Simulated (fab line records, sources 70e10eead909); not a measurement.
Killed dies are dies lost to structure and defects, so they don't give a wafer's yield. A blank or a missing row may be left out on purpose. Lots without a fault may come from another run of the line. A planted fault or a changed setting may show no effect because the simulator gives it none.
Chamber matching | flow nand_harc | NHARC_A_STAIRCASE_TRIM_226 on rie_diel-04: 4 sister chambers
The step chemistry O2, time 211.2 s. 14 wafers are shown with their chamber, then 7 later ones without.

WAFERS WITH THEIR CHAMBER
wafer  | chamber | showerhead_plenum_p_Torr (Torr) | run_length_s (s) | rf_vpp_V (V)
L561.2 | 2       | 3.46                            | 232.3            | 56.9
L561.4 | 0       | 3.33                            | 232.7            | 56.2
L561.6 | 0       | 3.33                            | 232.8            | 57.0
L562.1 | 1       | 3.41                            | 233.4            | 57.2
L562.3 | 0       | 3.33                            | 232.4            | 56.4
L562.6 | 3       | 3.66                            | 232.7            | 58.2
L566.1 | 0       | 3.32                            | 232.3            | 58.5
L566.2 | 3       | 3.66                            | 232.7            | 58.2
L566.3 | 2       | 3.45                            | 232.1            | 57.7
L570.2 | 3       | 3.65                            | 232.7            | 57.4
L570.3 | 0       | 3.32                            | 232.4            | 57.7
L570.4 | 0       | 3.32                            | 232.7            | 57.3
L572.1 | 1       | 3.40                            | 232.8            | 58.1
L572.3 | 2       | 3.45                            | 232.1            | 57.3

SIGNATURES (means of the wafers above)
reading                  | chamber 0 | chamber 1 | chamber 2 | chamber 3 | scatter within a chamber
showerhead_plenum_p_Torr | 3.3250    | 3.4050    | 3.4533    | 3.6567    | 0.00577
run_length_s             | 232.550   | 233.100   | 232.167   | 232.700   | 0.205
rf_vpp_V                 | 57.183    | 57.650    | 57.300    | 57.933    | 0.691
Rule: a wafer's distance from a chamber is the root of the sum, over the readings, of the square of ((its reading less the chamber's mean) divided by the reading's scatter). The wafer belongs to the nearest chamber; if the next one is less than 2 further off, it can't be placed. The scatter: the root of (the sum of the squares of (reading less its chamber's mean) over the shown wafers, divided by (wafers less chambers)).

WAFERS WITHOUT THEIR CHAMBER
wafer  | showerhead_plenum_p_Torr (Torr) | run_length_s (s) | rf_vpp_V (V)
L572.5 | 3.40                            | 233.4            | 57.9
L578.4 | 3.44                            | 232.5            | 57.0
L578.5 | 3.44                            | 231.9            | 57.4
L578.6 | 3.39                            | 232.9            | 58.9
L584.2 | 3.43                            | 232.4            | 56.4
L584.3 | 3.39                            | 233.3            | 57.9
L584.6 | 3.31                            | 232.5            | 56.5

WHICH CHAMBER EACH WENT THROUGH
wafer  | from the rows above     | in truth
L572.5 | 1                       | 1
L578.4 | 2                       | 2
L578.5 | 2                       | 2
L578.6 | 1                       | 1
L584.2 | can't be placed: 2 or 1 | 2
L584.3 | 1                       | 1
L584.6 | 0                       | 0
Placed correctly: 6 of 7. Can't be placed from these rows: 1 (the true chamber is among the candidates in 1). Placed wrongly: 0.
